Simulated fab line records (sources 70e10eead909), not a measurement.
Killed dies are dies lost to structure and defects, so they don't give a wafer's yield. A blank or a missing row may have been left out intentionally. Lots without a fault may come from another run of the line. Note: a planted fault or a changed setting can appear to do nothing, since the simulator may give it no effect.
One fault seen from 2 desks -- flow nand-harc -- each desk holds nothing but its own numbers, with what lay behind them at the end

## THE DEFECT DESK
Counts from the inspections along the route, per lot, as means over the sampled wafers that have a number. The brackets show how far a lot's mean lies from the usual mean; more than 4 standard deviations puts the lot out of limits, marked OUT.
Columns: A = raw-defect-count at NHARC_A_CONTACT_INSPECT_44, usual 27
lot,first seen here,A
L925,day 16 07:20,20
L929,day 16 18:26,39
L926,day 16 18:35,16
L927,day 16 23:56,33
L931,day 17 00:28,28
L928,day 17 06:44,10
L933,day 18 08:13,21
L934,day 18 17:43,40
L935,day 18 23:31,25
L938,day 19 08:11,395 (+28) OUT
L940,day 20 07:15,415 (+30) OUT
L948,day 22 02:15,20
This desk's finding: out of limits on L938, L940; first on L938, day 19 08:11 (raw-defect-count at NHARC_A_CONTACT_INSPECT_44). L925, L929, L926, L927, L931, L928, L933, L934, L935, L948: within limits.

## TOOL OWNER'S DESK, acl-dep-03
The tool's own readings at NHARC_A_CONTACT_DEP_28 (deposits aC, target thk 3600 nm): means of the sampled wafers that have a number, for each lot that ran on this tool. The brackets show how far a lot's mean lies from the usual mean; more than 4 standard deviations puts the lot out of limits, marked OUT.
Columns: A = susceptor-temp-C at NHARC_A_CONTACT_DEP_28, usual 400.03 C; B = throttle-valve-pct at NHARC_A_CONTACT_DEP_28, usual 35.000 %
lot,first seen here,A,B
L927,day 16 21:10,-,35.006
L935,day 18 20:28,-,35.000
L938,day 19 05:56,-,34.995
L940,day 20 05:02,399.88,34.996
This desk's finding: nothing out of limits on any of the 4 lots.

## PUT TOGETHER
The defect desk could have raised an alarm at day 19 08:11, on L938, L940.
The tool owner's desk saw nothing out of limits.
The tool owner's desk has L938, L940 on record, within its limits.
On acl-dep-03, each named lot ran NHARC_A_CONTACT_DEP_28.

## WHAT HAD BEEN PUT IN BY THE SIMULATOR
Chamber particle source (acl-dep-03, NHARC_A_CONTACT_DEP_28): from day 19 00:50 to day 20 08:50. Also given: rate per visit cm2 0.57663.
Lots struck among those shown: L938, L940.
Hours from the fault's start to each desk's first reading out of limits: the defect desk, 7.
